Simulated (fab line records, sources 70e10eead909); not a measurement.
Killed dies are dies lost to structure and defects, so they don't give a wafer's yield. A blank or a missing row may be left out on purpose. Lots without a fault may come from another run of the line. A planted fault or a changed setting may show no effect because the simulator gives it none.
One fault seen from 2 desks | flow nand_harc | each desk has only its own numbers; what lay behind them comes last

THE DEFECT DESK
What the inspections along the route counted, lot by lot: means of the sampled wafers that have a number. A lot is out of limits, marked OUT, if its mean lies more than 4 standard deviations from the usual mean; the brackets give that distance.
Columns: A = raw_defect_count at NHARC_P_GATE_INSPECT_28, usual 6.0
lot  | first seen here | A
L110 | day 4 20:49     | 4.0
L111 | day 5 03:34     | 6.0
L112 | day 5 03:51     | 4.3
L113 | day 5 18:53     | 7.0
L114 | day 5 19:34     | 6.0
L116 | day 6 00:17     | 5.7
L117 | day 6 14:22     | 6.7
L119 | day 6 22:09     | 2.7
L120 | day 7 09:34     | 7.3
L124 | day 8 07:08     | 9.0
L126 | day 8 19:05     | 9.0
L132 | day 10 01:32    | 6.0
This desk's finding: nothing out of limits on any of the 12 lots.

THE TOOL OWNER'S DESK: ald_sin-02
The tool's own readings at NHARC_P_GATE_ALD_36 (deposits SiNx, target thk 20 nm, pulse time 60 s, ald cycles 223): means of the sampled wafers that have a number, for each lot that ran on this tool. A lot is out of limits, marked OUT, if its mean lies more than 4 standard deviations from the usual mean; the brackets give that distance.
Columns: A = heater_power_w at NHARC_P_GATE_ALD_36, usual 857 W; B = precursor_pulse_height_rel at NHARC_P_GATE_ALD_36, usual 1.001
lot  | first seen here | A   | B
L111 | day 5 05:04     | 872 | 1.014
L114 | day 5 20:53     | 865 | 1.007
L117 | day 6 15:44     | 826 | 1.000
L124 | day 8 08:36     | 867 | 0.992
L126 | day 8 20:25     | 828 | 0.993
This desk's finding: nothing out of limits on any of the 5 lots.

PUT TOGETHER
The defect desk saw nothing out of limits.
The tool owner's desk saw nothing out of limits.

WHAT THE SIMULATOR HAD PUT IN
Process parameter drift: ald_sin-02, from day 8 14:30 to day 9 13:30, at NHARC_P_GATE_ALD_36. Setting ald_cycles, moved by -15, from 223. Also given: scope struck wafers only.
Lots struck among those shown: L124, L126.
